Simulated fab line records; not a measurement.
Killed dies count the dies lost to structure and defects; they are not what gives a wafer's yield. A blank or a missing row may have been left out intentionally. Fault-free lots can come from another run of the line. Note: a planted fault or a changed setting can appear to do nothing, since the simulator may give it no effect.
Problem report in the 8D (eight disciplines) form, filled by code    flow n5 finfet    the parts of the form that need people (team, actions taken, sign-off) are left out

1. WHAT IS WRONG
At N5_BEOL_M10_COAT_63, spin speed rpm averages 1813.1 rpm over 6 wafers from 2 lots, while fault-free wafers read 1500.0 rpm, standard deviation 1. So: +99 or more standard deviations from the usual mean.
The step: time 60 s, resist thk 100 nm.
Seen first at day 13 16:50 on litho track-05, wafer L583.2. Wafers with a number at this step in the record: 12, from 4 lots. By rule, "out" or "out of limits" means more than 4 standard deviations away from the usual mean. All remaining wafers that have a number are taken as sound.

2. WHAT IT IS, AND WHAT IT ISN'T
question                     is                      is not
which readings at this step  spin speed rpm          -
which lots                   L583, L587              L576, L592
which wafers of those lots   all that have a number  -
read on which tools          litho track-05          litho track-01
when                         from day 13 16:50       up to then (3 sound wafers); but 3 sound wafers of L592 came after

3. SUSPECTS, AND WHAT RULES EACH OUT
Counting: any tool at a process step up to the reading is kept as a suspect provided that every lot that is out went through it and no sound lot did after the first of them.
- litho track-05 at N5_BEOL_M10_COAT_63 (time 60 s, resist thk 100 nm): kept. It ran every lot that is out, first L583 (day 13 16:50), and no sound lot after that; its last sound lot up to then is L576 (day 11 15:05). Its own spin speed rpm readings are out on those wafers.
Left after counting: litho track-05 at N5_BEOL_M10_COAT_63.

4. THE CAUSE (what the simulator had put in)
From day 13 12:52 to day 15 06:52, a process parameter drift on litho track-05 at N5_BEOL_M10_COAT_63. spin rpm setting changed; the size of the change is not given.
This tool alone remained once counting was done.

5. SEQUENCE OF EFFECTS, ordered by route
One row per reading whose mean, taken over the struck wafers that have a number, lies over 3 standard deviations from the usual. Only readings for which the record gives a usual standard deviation are gone through. hours: the time from each lot's start at the first step in this table that gives one to its start at this step, as a median over the lots. sigmas: the change in usual standard deviations.
hours  step                 reading         usual       on struck wafers  change  sigmas
0      N5_BEOL_M10_COAT_63  spin speed rpm  1500.0 rpm  1813.1            +313.1  +99 or more
The process steps in it:
- N5_BEOL_M10_COAT_63: time 60 s, resist thk 100 nm.

6. HOW IT WOULD HAVE BEEN CAUGHT EARLIER
First out-of-limits reading in this record: day 13 16:50, which is 4 hours after fault onset at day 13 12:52.
